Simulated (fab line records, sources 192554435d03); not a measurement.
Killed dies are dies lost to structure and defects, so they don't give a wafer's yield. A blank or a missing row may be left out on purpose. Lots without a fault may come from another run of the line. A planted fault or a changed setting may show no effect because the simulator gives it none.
fab line records | flow n5_finfet
record lots=7 wafers=21
route steps=1938 shown ZERO_LAYER@4 WELL_APT@25 FIN_SAQP@109 SD_EPI_N@268 SDB@348
start_h: hours from the record's first day to the start of the lot's first wafer shown | wait_h: hours since the lot's step before | " the same as in the row above | L1.1+2: a row that stands for several wafers | - no value, or no start given | * or withheld: withheld | < > ~ a bound
route shown NAME@n: a module of which the file shows steps, and the number in the route of the first | usual: mean/standard deviation of fault-free wafers | same: alike in all rows | chamber/n: place in a boat | sites: the reading at each site | _std_site: their standard deviation | _edge_site: outer sites' mean less inner sites' | radius_mm: how far each site lies from the wafer's centre | mask NAME#n: copy n | behind: the tool/chamber that last shaped the wafer | hold: why the lot was held/for how many hours/how that ended | device: the transistor (n, p or np) that didn't switch | end of line: the same wafers' tests at the end of the route | a step without rows: its recipe alone | killed: dies lost to structure and defects at the first sort, not the wafer's yield | map: a wafer's dies, x killed, . not, _ none there
set.NAME: the setting as run; set.NAME@STEP: as run at that earlier step | model.NAME: the simulator's own value behind a step, which no gauge read
lots whose settings were changed on purpose; a table a step, a row a wafer
## steps
# step N5_ZERO_LAYER_PECVD_02
# recipe material=SiO2 target_thk_a=100 temp_c=400 precursor=SiH4/N2O pressure_torr=0.75 rf_w=275 time_s=6
# columns lot.wafer tool chamber start_h wait_h set.time_s model.SiO2_of_ZERO_LAYER_PECVD_02.thk_nm
L074.2 pecvd-02 1 12.28 0.0 5.378 8.967
L074.4 " 1 " " 6 10.01
L074.6 " 0 " " 6 10.04
L077.1 pecvd-03 2 30.28 0.0 6.77 11.07
L077.4 " 0 " " 6 10.01
L077.6 " 2 " " 6.77 11.24
L078.1 pecvd-02 2 36.28 0.0 6 9.776
L078.2 " 0 " " 5.57 9.377
L078.4 " 0 " " 5.57 9.598
L082.1 pecvd-01 0 60.28 0.0 6 9.725
L082.2 " 2 " " 6.445 10.63
L082.3 " 2 " " 6.445 10.66
L083.2 pecvd-01 2 66.28 0.0 6 9.635
L083.5 " 1 " " 6 10.04
L083.6 " 0 " " 6 9.975
L087.1 pecvd-03 1 90.47 0.0 6 9.705
L087.2 " 1 " " 6 9.764
L087.4 " 1 " " 6 9.99
L093.1 pecvd-02 1 126.32 0.0 6 9.868
L093.3 " 2 " " 6 10.06
L093.5 " 0 " " 6 10.25
# step N5_WELL_APT_PEB_06
# recipe peb_temp_c=130 peb_time_s=90
# columns lot.wafer tool chamber start_h wait_h set.peb_time_s
L074.2+6 litho_track-01 0 13.60 0.0 90
L074.4 " 0 " " 81.7
L077.1 litho_track-01 0 31.45 0.1 90
L077.4+6 " 0 " " 74.55
L078.1+4 litho_track-05 0 37.69 0.1 90
L078.2 " 0 " " 106.3
L082.1+2+3 litho_track-01 0 61.71 0.1 90
L083.2+6 litho_track-03 0 67.45 0.0 73.1
L083.5 " 0 " " 90
L087.1+2 litho_track-05 0 91.85 0.1 90
L087.4 " 0 " " 97.07
L093.1+3+5 litho_track-03 0 127.69 0.1 90
# step N5_WELL_APT_DEVELOP_07
# recipe develop_time_s=45 rinse_liquid=surfactant_rinse dry=air_spin dev_temp_c=21
# columns lot.wafer tool chamber start_h wait_h set.develop_time_s
L074.2+6 litho_track-01 0 - - 45
L074.4 " 0 " " 35.46
L077.1+4 litho_track-01 0 - - 45
L077.6 " 0 " " 51.72
L078.1 litho_track-05 0 - - 41.79
L078.2+4 " 0 " " 45
L082.1+2+3 litho_track-01 0 - - 45
L083.2+5+6 litho_track-03 0 - - 45
L087.1+2+4 litho_track-05 0 - - 45
L093.1+3+5 litho_track-03 0 - - 45
# step N5_WELL_APT_HARDBAKE_12
# recipe temp_c=130 time_s=120
# step N5_WELL_APT_CD_MEAS_08
# recipe target_cd_nm=200 landing_energy_ev=500 detector=se_inlens
# usual cd_nm=201.0/1.1
# columns lot.wafer tool chamber start_h wait_h set.peb_time_s@WELL_APT_PEB_06 cd_nm
L074.2 cd_sem-03 0 13.71 - 90 202.1
L074.4 " 0 " " 81.7 197.1
L074.6 " 0 " " 90 202.4
L077.1 cd_sem-03 0 31.57 - 90 203.0
L077.4 " 0 " " 74.55 194.7
L077.6 " 0 " " 74.55 195.8
L078.1 cd_sem-02 0 37.81 - 90 201.2
L078.2 " 0 " " 106.3 207.3
L078.4 " 0 " " 90 200.3
L082.1 cd_sem-02 0 61.83 - 90 201.8
L082.2 " 0 " " 90 201.4
L082.3 " 0 " " 90 199.6
L083.2 cd_sem-03 0 67.56 - 73.1 192.2
L083.5 " 0 " " 90 199.8
L083.6 " 0 " " 73.1 193.4
L087.1 cd_sem-01 0 91.97 - 90 201.3
L087.2 " 0 " " 90 200.5
L087.4 " 0 " " 97.07 204.0
L093.1 cd_sem-03 0 127.80 - 90 201.2
L093.3 " 0 " " 90 200.7
L093.5 " 0 " " 90 201.2
# step N5_WELL_APT_DESCUM_13
# recipe chemistry=O2 time_s=7.9 source_power_w=50 bias_power_w=20 pressure_mtorr=20 rf_frequency_hz=2.712e+07 temp_c=40 o2_flow_sccm=225
# columns lot.wafer tool chamber start_h wait_h set.peb_time_s@WELL_APT_PEB_06 model.WELL_APT.cd_nm
L074.2 rie_diel-04 2 13.80 0.0 90 202.2
L074.4 " 2 " " 81.7 197
L074.6 " 0 " " 90 202.1
L077.1 rie_diel-06 3 31.66 0.0 90 202.9
L077.4 " 0 " " 74.55 194.7
L077.6 " 3 " " 74.55 195.9
L078.1 rie_diel-02 0 37.89 0.0 90 201.3
L078.2 " 1 " " 106.3 207.3
L078.4 " 3 " " 90 200.4
L082.1 rie_diel-04 3 61.92 0.0 90 201.9
L082.2 " 2 " " 90 201.5
L082.3 " 0 " " 90 199.7
L083.2 rie_diel-02 1 67.65 0.0 73.1 192.5
L083.5 " 0 " " 90 199.7
L083.6 " 3 " " 73.1 193.3
L087.1 rie_diel-02 2 92.05 0.0 90 201.2
L087.2 " 3 " " 90 200.6
L087.4 " 1 " " 97.07 203.8
L093.1 rie_diel-04 1 127.89 0.0 90 201.4
L093.3 " 2 " " 90 200.8
L093.5 " 3 " " 90 201.1
# step N5_FIN_SAQP_PEB_14
# recipe peb_temp_c=withheld peb_time_s=60 resist=CAR-ArF
# columns lot.wafer tool chamber start_h wait_h set.peb_time_s
L074.2+6 litho_track-03 0 21.37 0.0 60
L074.4 " 0 " " 71.63
L077.1+4 litho_track-02 0 39.94 0.1 49.26
L077.6 " 0 " " 60
L078.1 litho_track-01 0 46.94 0.1 65.66
L078.2+4 " 0 " " 60
L082.1+2+3 litho_track-02 0 70.56 0.1 60
L083.2 litho_track-03 0 75.61 0.0 70.73
L083.5+6 " 0 " " 60
L087.1+4 litho_track-02 0 101.42 0.1 71.52
L087.2 " 0 " " 60
L093.1+3+5 litho_track-03 0 135.85 0.1 60
# step N5_FIN_SAQP_DEVELOP_15
# recipe develop_time_s=30 developer=TMAH resist=CAR-ArF dev_temp_c=23 rinse_liquid=diw dry=air_spin
# step N5_FIN_SAQP_CD_MEAS_16
# recipe target_cd_nm=35.6 landing_energy_ev=500 detector=se_inlens
# usual cd_nm=35.70/0.27
# columns lot.wafer tool chamber start_h wait_h set.peb_time_s@FIN_SAQP_PEB_14 cd_nm
L074.2 cd_sem-03 0 21.44 - 60 35.98
L074.4 " 0 " " 71.63 34.05
L074.6 " 0 " " 60 36.25
L077.1 cd_sem-02 0 40.01 - 49.26 38.40
L077.4 " 0 " " 49.26 38.52
L077.6 " 0 " " 60 35.44
L078.1 cd_sem-03 0 47.01 - 65.66 34.38
L078.2 " 0 " " 60 35.53
L078.4 " 0 " " 60 35.58
L082.1 cd_sem-02 0 70.63 - 60 35.30
L082.2 " 0 " " 60 35.30
L082.3 " 0 " " 60 35.93
L083.2 cd_sem-02 0 75.68 - 70.73 33.73
L083.5 " 0 " " 60 35.87
L083.6 " 0 " " 60 35.64
L087.1 cd_sem-01 0 101.49 - 71.52 33.37
L087.2 " 0 " " 60 35.44
L087.4 " 0 " " 71.52 33.65
L093.1 cd_sem-01 0 135.92 - 60 35.59
L093.3 " 0 " " 60 36.24
L093.5 " 0 " " 60 35.36
# step N5_SD_EPI_N_PEB_07
# recipe peb_temp_c=110 peb_time_s=60 resist=CAR-ArF-block
# columns lot.wafer tool chamber start_h wait_h set.peb_time_s
L074.2+4 litho_track-03 0 48.62 0.0 60
L074.6 " 0 " " 54.91
L077.1+4+6 litho_track-03 0 67.11 0.1 60
L078.1+2+4 litho_track-05 0 75.91 0.1 60
L082.1 litho_track-05 0 97.15 0.1 53.34
L082.2+3 " 0 " " 60
L083.2 litho_track-01 0 101.41 0.0 60
L083.5+6 " 0 " " 63.53
L087.1 litho_track-03 0 127.37 0.1 60
L087.2+4 " 0 " " 73.23
L093.1+3+5 litho_track-05 0 162.61 0.1 60
# step N5_SD_EPI_N_DEVELOP_08
# recipe develop_time_s=30 developer=TMAH resist=CAR-ArF-block dev_temp_c=23 rinse_liquid=diw dry=air_spin
# step N5_SD_EPI_N_CD_MEAS_09
# recipe target_cd_nm=120 landing_energy_ev=500 detector=se_inlens
# usual cd_nm=119.8/0.72
# columns lot.wafer tool chamber start_h wait_h set.peb_time_s@SD_EPI_N_PEB_07 cd_nm
L074.2 cd_sem-01 0 48.68 - 60 120.0
L074.4 " 0 " " 60 120.2
L074.6 " 0 " " 54.91 117.1
L077.1 cd_sem-01 0 67.18 - 60 119.5
L077.4 " 0 " " 60 119.8
L077.6 " 0 " " 60 120.3
L078.1 cd_sem-02 0 75.98 - 60 120.4
L078.2 " 0 " " 60 120.5
L078.4 " 0 " " 60 119.6
L082.1 cd_sem-03 0 97.22 - 53.34 114.7
L082.2 " 0 " " 60 119.1
L082.3 " 0 " " 60 119.2
L083.2 cd_sem-02 0 101.48 - 60 118.5
L083.5 " 0 " " 63.53 121.2
L083.6 " 0 " " 63.53 121.4
L087.1 cd_sem-03 0 127.44 - 60 119.9
L087.2 " 0 " " 73.23 127.4
L087.4 " 0 " " 73.23 126.3
L093.1 cd_sem-03 0 162.68 - 60 120.1
L093.3 " 0 " " 60 119.9
L093.5 " 0 " " 60 119.8
# step N5_SD_EPI_N_DESCUM_14
# recipe chemistry=O2 time_s=7.9 source_power_w=50 bias_power_w=20 pressure_mtorr=20 rf_frequency_hz=2.712e+07 temp_c=40 resist=CAR-ArF-block o2_flow_sccm=225
# columns lot.wafer tool chamber start_h wait_h set.peb_time_s@SD_EPI_N_PEB_07 model.SD_EPI_N.cd_nm
L074.2+4 rie_diel-02 0,2 48.80 0.1 60 120.2
L074.6 " 0 " " 54.91 116.8
L077.1 rie_diel-06 0 67.34 0.1 60 119.8
L077.4 " 1 " " 60 120
L077.6 " 3 " " 60 120.4
L078.1+4 rie_diel-02 1,2 76.07 0.0 60 119.8
L078.2 " 0 " " 60 120.8
L082.1 rie_diel-06 0 97.45 0.2 53.34 115
L082.2 " 2 " " 60 119.2
L082.3 " 1 " " 60 119.4
L083.2 rie_diel-06 1 101.59 0.1 60 118.6
L083.5+6 " 1,0 " " 63.53 121.4
L087.1 rie_diel-06 2 127.53 0.0 60 119.8
L087.2 " 1 " " 73.23 127.2
L087.4 " 3 " " 73.23 126.6
L093.1 rie_diel-02 2 162.77 0.0 60 120.2
L093.3 " 1 " " 60 120
L093.5 " 2 " " 60 119.8
# step N5_SD_EPI_N_ETCH_34
# recipe chemistry=CF4 target=SiARC target_depth_a=455 mask_material=CAR-ArF-block time_s=75.8 ion_energy_ev=80 pressure_mtorr=40 source_w=545 bias_w=36 Ar_flow_sccm=100 cf4_flow_sccm=100 ends=cleared
# columns lot.wafer tool chamber start_h wait_h set.peb_time_s@SD_EPI_N_PEB_07 model.SD_EPI_N.cd_nm
L074.2 rie_diel-02 0 48.83 0.0 60 120.2
L074.4 " 2 " " 60 120.4
L074.6 " 0 " " 54.91 116.6
L077.1+4 rie_diel-06 0,1 67.38 0.0 60 120
L077.6 " 3 " " 60 120.4
L078.1+4 rie_diel-02 1,2 76.10 0.0 60 120
L078.2 " 0 " " 60 120.6
L082.1 rie_diel-06 0 97.49 0.0 53.34 115
L082.2 " 2 " " 60 119
L082.3 " 1 " " 60 119.4
L083.2 rie_diel-06 1 101.62 0.0 60 118.4
L083.5 " 1 " " 63.53 121.2
L083.6 " 0 " " 63.53 121.4
L087.1 rie_diel-06 2 127.56 0.0 60 119.4
L087.2 " 1 " " 73.23 127.2
L087.4 " 3 " " 73.23 126.6
L093.1 rie_diel-02 2 162.80 0.0 60 120.4
L093.3 " 1 " " 60 120.2
L093.5 " 2 " " 60 120
# step N5_SD_EPI_N_ETCH_35
# recipe chemistry=N2/H2 target=SOC overetch_a=1080 mask_material=SiARC temp_c=40 ion_energy_ev=100 source_w=3000 bias_w=133 pressure_mtorr=20 time_s=486 n2_flow_sccm=200 h2_flow_sccm=200
# columns lot.wafer tool chamber start_h wait_h set.peb_time_s@SD_EPI_N_PEB_07 model.SD_EPI_N.cd_nm
L074.2 rie_diel-02 0 48.89 0.0 60 119.6
L074.4 " 2 " " 60 120.4
L074.6 " 0 " " 54.91 116
L077.1 rie_diel-06 0 67.43 0.0 60 120.2
L077.4 " 1 " " 60 119.8
L077.6 " 3 " " 60 120.6
L078.1 rie_diel-02 1 76.16 0.0 60 120.8
L078.2+4 " 0,2 " " 60 121.4
L082.1 rie_diel-06 0 97.54 0.0 53.34 114.6
L082.2 " 2 " " 60 118.4
L082.3 " 1 " " 60 118.8
L083.2 rie_diel-06 1 101.68 0.0 60 117.4
L083.5 " 1 " " 63.53 120.4
L083.6 " 0 " " 63.53 121
L087.1 rie_diel-06 2 127.62 0.0 60 119.2
L087.2 " 1 " " 73.23 127.4
L087.4 " 3 " " 73.23 127.6
L093.1 rie_diel-02 2 162.86 0.0 60 120.4
L093.3 " 1 " " 60 120
L093.5 " 2 " " 60 119.8
# step N5_SD_EPI_N_STRIP_36
# recipe chemistry=N2/H2 temp_c=40 n2_flow_sccm=200 h2_flow_sccm=200 rf_frequency_hz=6e+07
# step N5_SD_EPI_N_ETCHBACK_44
# recipe chemistry=CH3F/O2 mode=anisotropic_etchback target=SiNx target_depth_a=145 stop_on=SiO2 over_etch_frac=0.3 ion_energy_ev=120 pressure_mtorr=30 source_w=395 bias_w=73 Ar_flow_sccm=150 CH3F_flow_sccm=30 O2_flow_sccm=20
# columns lot.wafer tool chamber start_h wait_h set.peb_time_s@SD_EPI_N_PEB_07 model.SD_EPI_N.cd_nm
L074.2 rie_diel-02 0 49.21 0.0 60 119.6
L074.4 " 2 " " 60 120.4
L074.6 " 0 " " 54.91 116
L077.1+4 rie_diel-06 0,1 67.76 0.0 60 120
L077.6 " 3 " " 60 120.6
L078.1 rie_diel-02 1 76.48 0.0 60 120.8
L078.2+4 " 0,2 " " 60 121.4
L082.1 rie_diel-06 0 97.87 0.0 53.34 114.6
L082.2 " 2 " " 60 118.4
L082.3 " 1 " " 60 119
L083.2 rie_diel-06 1 102.00 0.0 60 117.4
L083.5 " 1 " " 63.53 120.6
L083.6 " 0 " " 63.53 121
L087.1 rie_diel-06 2 127.94 0.0 60 119.2
L087.2 " 1 " " 73.23 127.4
L087.4 " 3 " " 73.23 127.6
L093.1 rie_diel-02 2 163.18 0.0 60 120.4
L093.3 " 1 " " 60 120
L093.5 " 2 " " 60 119.8
# step N5_SD_EPI_N_ETCH_45
# recipe chemistry=CH3F/O2 target=SiOCN target_depth_a=60 mask_material=SOC ion_energy_ev=60 bias_w=29 pressure_mtorr=15 source_w=410 Ar_flow_sccm=150 CH3F_flow_sccm=30 O2_flow_sccm=20
# columns lot.wafer tool chamber start_h wait_h set.target_depth_a model.etch.depth_nm
L074.2 rie_diel-02 0 49.31 0.1 56.67 5.545
L074.4 " 2 " " 60 6.166
L074.6 " 0 " " 60 5.846
L077.1 rie_diel-06 0 67.86 0.1 60 5.969
L077.4 " 1 " " 60 6.034
L077.6 " 3 " " 60 6.147
L078.1 rie_diel-02 1 76.58 0.1 54.53 5.48
L078.2 " 0 " " 54.53 5.31
L078.4 " 2 " " 60 6.143
L082.1 rie_diel-06 0 97.97 0.1 54.92 5.522
L082.2 " 2 " " 54.92 5.513
L082.3 " 1 " " 60 6.063
L083.2 rie_diel-06 1 102.10 0.1 60 6.011
L083.5 " 1 " " 60 6.015
L083.6 " 0 " " 60 6.012
L087.1 rie_diel-06 2 128.04 0.1 60 5.987
L087.2 " 1 " " 60 6.05
L087.4 " 3 " " 60 6.156
L093.1 rie_diel-02 2 163.28 0.1 60 6.022
L093.3 " 1 " " 60 5.967
L093.5 " 2 " " 60 6.053
# step N5_SDB_COAT_03
# recipe resist=SOC temp_c=250 time_s=60 spin_rpm=1500 resist_thk_nm=100
# columns lot.wafer tool chamber start_h wait_h set.spin_rpm model.SOC_of_SDB_COAT_03.thk_nm
L074.2 litho_track-03 0 66.14 0.1 1500 100.2
L074.4+6 " 0 " " 1500 100.4
L077.1+6 litho_track-03 0 84.80 0.1 1626 95.4
L077.4 " 0 " " 1500 99
L078.1 litho_track-01 0 94.45 0.1 1618 95.8
L078.2 " 0 " " 1500 99.2
L078.4 " 0 " " 1500 99.4
L082.1 litho_track-01 0 113.53 0.1 1500 100.2
L082.2 " 0 " " 1654 95.4
L082.3 " 0 " " 1500 100
L083.2 litho_track-01 0 117.22 0.1 1413 103.4
L083.5 " 0 " " 1413 103.6
L083.6 " 0 " " 1500 100.4
L087.1 litho_track-03 0 143.04 0.1 1500 100
L087.2 " 0 " " 1500 99.8
L087.4 " 0 " " 1336 105.8
L093.1+3 litho_track-03 0 178.21 0.1 1500 100.6
L093.5 " 0 " " 1500 100.4
## key
split step=N5_ZERO_LAYER_PECVD_02 setting=time_s stated=6 by=wafer
response step=N5_ZERO_LAYER_PECVD_02 reading=model.SiO2_of_ZERO_LAYER_PECVD_02.thk_nm change=+0.0911 per=1% r=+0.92
split step=N5_WELL_APT_PEB_06 setting=peb_time_s stated=90 by=wafer
response step=N5_WELL_APT_CD_MEAS_08 reading=cd_nm change=+0.406 per=1% r=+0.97
response step=N5_WELL_APT_DESCUM_13 reading=model.WELL_APT.cd_nm change=+0.397 per=1% r=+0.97
split step=N5_WELL_APT_DEVELOP_07 setting=develop_time_s stated=45 by=wafer
response none clear
split step=N5_FIN_SAQP_PEB_14 setting=peb_time_s stated=60 by=wafer
response step=N5_FIN_SAQP_CD_MEAS_16 reading=cd_nm change=-0.121 per=1% r=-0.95
split step=N5_SD_EPI_N_PEB_07 setting=peb_time_s stated=60 by=wafer
response step=N5_SD_EPI_N_CD_MEAS_09 reading=cd_nm change=+0.342 per=1% r=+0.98
response step=N5_SD_EPI_N_DESCUM_14 reading=model.SD_EPI_N.cd_nm change=+0.349 per=1% r=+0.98
response step=N5_SD_EPI_N_ETCH_34 reading=model.SD_EPI_N.cd_nm change=+0.364 per=1% r=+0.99
response step=N5_SD_EPI_N_ETCH_35 reading=model.SD_EPI_N.cd_nm change=+0.392 per=1% r=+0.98
response step=N5_SD_EPI_N_ETCHBACK_44 reading=model.SD_EPI_N.cd_nm change=+0.395 per=1% r=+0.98
split step=N5_SD_EPI_N_ETCH_45 setting=target_depth_a stated=60 by=wafer
response step=N5_SD_EPI_N_ETCH_45 reading=model.etch.depth_nm change=+0.0754 per=1% r=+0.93
split step=N5_SDB_COAT_03 setting=spin_rpm stated=1500 by=wafer
response step=N5_SDB_COAT_03 reading=model.SOC_of_SDB_COAT_03.thk_nm change=-0.482 per=1% r=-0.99
